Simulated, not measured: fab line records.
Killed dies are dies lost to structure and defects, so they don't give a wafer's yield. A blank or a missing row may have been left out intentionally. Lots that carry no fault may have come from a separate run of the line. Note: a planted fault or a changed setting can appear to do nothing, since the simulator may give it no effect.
Matching of chambers | flow nand harc | 4 sister chambers for NHARC_A_SGD_CUT_CMP_21 on cmp-04
The step polishes, target thk 148.19 nm. 4 wafers are shown with their chamber, then 7 later ones without.

## EACH WAFER AND ITS CHAMBER
wafer  | chamber | motor current A (A)
L316.4 | 0       | 10.5
L321.5 | 1       | 12.1
L322.2 | 2       | 14.2
L322.3 | 3       | 16.0

## WAFERS MISSING THEIR CHAMBER
wafer  | motor current A (A)
L322.6 | 11.7
L326.1 | 10.9
L326.2 | 15.3
L326.3 | 14.5
L335.2 | 10.2
L335.3 | 15.2
L335.6 | 15.4

## EACH ONE'S CHAMBER
wafer  | from the rows above     | in truth
L322.6 | can't be placed: 1 or 0 | 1
L326.1 | can't be placed: 0 or 1 | 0
L326.2 | can't be placed: 3 or 2 | 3
L326.3 | 2                       | 2
L335.2 | 0                       | 0
L335.3 | can't be placed: 3 or 2 | 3
L335.6 | can't be placed: 3 or 2 | 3
Correctly placed: 2 of 7. Not placeable from these rows: 5 (in 5, the candidates include the true chamber). Placed wrongly: 0.
How it was worked out, from the rows above alone: a wafer's distance from a chamber is the root of the sum, over the readings, of the square of ((its reading less the chamber's mean) divided by the reading's scatter). If the next closest chamber is less than 2 further off than the closest, the wafer can't be placed; otherwise it belongs to the closest. A chamber's mean is the mean of its shown wafers. The scatter: root of mean squared gap, hidden wafer to nearest shown wafer, with one shown wafer a chamber.
